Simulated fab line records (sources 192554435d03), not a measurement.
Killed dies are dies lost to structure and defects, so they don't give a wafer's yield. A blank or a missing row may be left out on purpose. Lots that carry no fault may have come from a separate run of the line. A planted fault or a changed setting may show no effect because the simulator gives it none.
Which tool was responsible?    flow n5 finfet    22 lots with 66 wafers sampled at 3 steps, on a route of 1938 steps

WHAT EACH GAUGE READ, for each wafer
N5_BEOL_M8_CD_MEAS_35 targets a cd of 40 nm. Usual: cd nm 40.2 nm, standard deviation 0.59.
lot   measured      on         cd nm (nm)      flag
L074  day 9 07:34   cd sem-03  41.4 40.3 40.9  
L076  day 9 07:58   cd sem-01  41.4 40.2 40.8  
L075  day 9 15:46   cd sem-01  40.2 40.1 39.7  
L078  day 9 16:35   cd sem-01  40.2 40.2 39.7  
L077  day 9 17:17   cd sem-03  40.7 40.1 41.5  
L079  day 10 07:05  cd sem-02  39.3 40.5 40.5  
L080  day 10 21:37  cd sem-03  40.0 39.3 39.6  
L081  day 11 05:46  cd sem-02  39.9 38.9 40.0  
L082  day 11 06:14  cd sem-01  40.7 40.1 40.3  
L083  day 11 17:44  cd sem-01  39.4 40.1 39.6  
L084  day 12 01:15  cd sem-02  40.1 40.7 40.9  
L085  day 12 10:43  cd sem-02  39.3 39.2 40.1  
L086  day 12 11:55  cd sem-03  40.0 39.4 40.6  
L087  day 12 17:51  cd sem-02  40.1 39.8 39.5  
L088  day 12 21:03  cd sem-01  39.6 41.2 40.4  
L089  day 13 04:18  cd sem-03  40.5 39.3 41.0  
L091  day 13 18:18  cd sem-01  40.3 40.0 40.1  
L092  day 13 21:32  cd sem-03  40.4 40.5 40.0  
L096  day 14 19:47  cd sem-02  40.5 39.6 40.7  
L095  day 14 22:17  cd sem-01  40.1 39.6 40.0  
L094  day 14 23:44  cd sem-03  39.5 39.9 40.7  
L097  day 15 21:31  cd sem-03  40.5 39.9 40.3  

N5_BEOL_M9_CD_MEAS_11 targets a cd of 64.1 nm. Usual: cd nm 64.2 nm, standard deviation 0.52.
lot   measured      on         cd nm (nm)      flag
L074  day 9 11:31   cd sem-01  64.4 64.5 63.8  
L076  day 9 14:06   cd sem-03  63.8 63.5 63.6  
L075  day 9 20:08   cd sem-03  63.9 64.3 63.6  
L078  day 9 23:00   cd sem-01  64.1 64.3 63.6  
L077  day 9 23:13   cd sem-02  64.6 64.0 64.3  
L079  day 10 13:47  cd sem-01  64.7 64.1 63.6  
L080  day 11 02:39  cd sem-03  64.5 63.6 64.1  
L081  day 11 12:11  cd sem-01  64.4 64.2 63.4  
L082  day 11 12:22  cd sem-02  64.0 63.9 63.7  
L083  day 12 06:14  cd sem-01  64.4 63.7 63.4  
L084  day 12 06:55  cd sem-03  64.9 64.5 64.0  
L085  day 12 16:04  cd sem-02  64.9 63.5 64.5  
L086  day 12 17:47  cd sem-03  64.1 64.6 64.5  
L087  day 13 01:07  cd sem-02  64.4 64.1 64.4  
L088  day 13 03:10  cd sem-01  64.5 64.0 64.1  
L089  day 13 07:58  cd sem-02  63.8 63.9 63.8  
L091  day 14 02:11  cd sem-03  63.5 63.7 63.5  
L092  day 14 05:21  cd sem-03  64.5 64.4 65.0  
L096  day 15 00:44  cd sem-03  63.7 64.6 63.7  
L095  day 15 05:20  cd sem-02  64.0 64.0 64.1  
L094  day 15 05:25  cd sem-03  64.1 65.2 64.2  
L097  day 16 03:30  cd sem-02  63.7 64.1 63.7  

WHICH TOOL RAN EACH LOT (tool, then ch and the chambers of the sampled wafers, then the start)
lot   N5_BEOL_M8_TRENCH_ETCH_37
L074  rie diel-06 ch 1,3, day 9 07:34 or earlier
L076  rie diel-06 ch 0,1, day 9 07:58 or earlier
L075  rie diel-01 ch 1,2,3, day 9 15:46 or earlier
L078  rie diel-03 ch 1,3, day 9 16:35 or earlier
L077  rie diel-06 ch 0,2,3, day 9 17:17 or earlier
L079  rie diel-03 ch 0,1,3, day 10 07:05 or earlier
L080  rie diel-03 ch 0,1,3, day 10 21:37 or earlier
L081  rie diel-03 ch 0,2, day 11 05:46 or earlier
L082  rie diel-03 ch 0,2,3, day 11 06:14 or earlier
L083  rie diel-03 ch 0,1,2, day 11 17:44 or earlier
L084  rie diel-06 ch 0,1,2, day 12 01:15 or earlier
L085  rie diel-06 ch 0,3, day 12 10:43 or earlier
L086  rie diel-06 ch 0,1,2, day 12 11:55 or earlier
L087  rie diel-06 ch 0,1, day 12 17:51 or earlier
L088  rie diel-03 ch 0,1,2, day 12 21:03 or earlier
L089  rie diel-03 ch 1,2,3, day 13 04:18 or earlier
L091  rie diel-06 ch 0,2,3, day 13 18:18 or earlier
L092  rie diel-03 ch 0,3, day 13 21:32 or earlier
L096  rie diel-06 ch 1,2,3, day 14 19:47 or earlier
L095  rie diel-03 ch 0,1,3, day 14 22:17 or earlier
L094  rie diel-03 ch 0,1,2, day 14 23:44 or earlier
L097  rie diel-01 ch 0,2,3, day 15 21:31 or earlier
- N5_BEOL_M8_TRENCH_ETCH_37: etches SiCOH lowk in C4F6/O2, target depth 93.478 nm, time 31.2 s.

WHAT THE TOOLS THEMSELVES READ (means of the sampled wafers that have a number; where no wafer has one, the mark that the record gives instead)
N5_BEOL_M8_TRENCH_ETCH_37. Usual: drypump motor current A 5.7 A, standard deviation 0.37; oes product au 0.83 a.u., standard deviation 0.066; rf vpp V 661 V, standard deviation 11; showerhead plenum p Torr 2.87 Torr, standard deviation 0.082; throttle valve pct 20.93 %, standard deviation 0.23.
lot   tool         drypump motor current A (A)  oes product au (a.u.)  rf vpp V (V)  showerhead plenum p Torr (Torr)  throttle valve pct (%)  flag
L074  rie diel-06  5.8                          0.80                   658           2.89                             21.11                   
L076  rie diel-06  5.8                          0.84                   674           3.02                             20.89                   
L075  rie diel-01  5.7                          0.75                   658           2.83                             20.95                   
L078  rie diel-03  5.8                          0.92                   651           2.79                             20.67                   
L077  rie diel-06  5.5                          0.84                   669           2.90                             21.03                   
L079  rie diel-03  5.9                          0.89                   659           2.82                             20.86                   
L080  rie diel-03  5.9                          0.88                   658           2.82                             20.86                   
L081  rie diel-03  5.5                          0.86                   663           2.89                             20.99                   
L082  rie diel-03  5.7                          0.87                   660           2.85                             20.82                   
L083  rie diel-03  5.7                          0.85                   662           2.86                             21.04                   
L084  rie diel-06  5.6                          0.85                   672           2.97                             20.93                   
L085  rie diel-06  5.5                          0.74                   662           2.86                             21.22                   
L086  rie diel-06  5.6                          0.84                   672           2.97                             20.92                   
L087  rie diel-06  5.7                          0.81                   674           3.00                             20.93                   
L088  rie diel-03  5.7                          0.84                   662           2.86                             21.05                   
L089  rie diel-03  5.7                          0.84                   652           2.81                             20.87                   
L091  rie diel-06  5.5                          0.78                   667           2.89                             21.10                   
L092  rie diel-03  5.8                          0.88                   657           2.80                             20.70                   
L096  rie diel-06  5.8                          0.80                   663           2.90                             21.02                   
L095  rie diel-03  5.9                          0.84                   658           2.81                             20.91                   
L094  rie diel-03  5.7                          0.81                   662           2.85                             21.08                   
L097  rie diel-01  5.8                          0.88                   652           2.82                             20.82                   

THE ANSWER, worked out from the rows above alone
Rule: lot off if the mean of its wafers having a number is beyond 3 standard deviations from the usual mean. Also off: a lot with no number at a reading for which 4 or more lots have one. Any other lot the step has rows for is counted as sound. The gauges are gone through in route order, then the tools' own readings, and for those a lot's mean is taken as printed above. At the first step where some lot is off, the reading lying furthest off is the one used; lots without a number count as furthest.
No lot is off on any of the readings shown, so nothing can be concluded from this.

WHAT THE SIMULATOR HAD INSERTED
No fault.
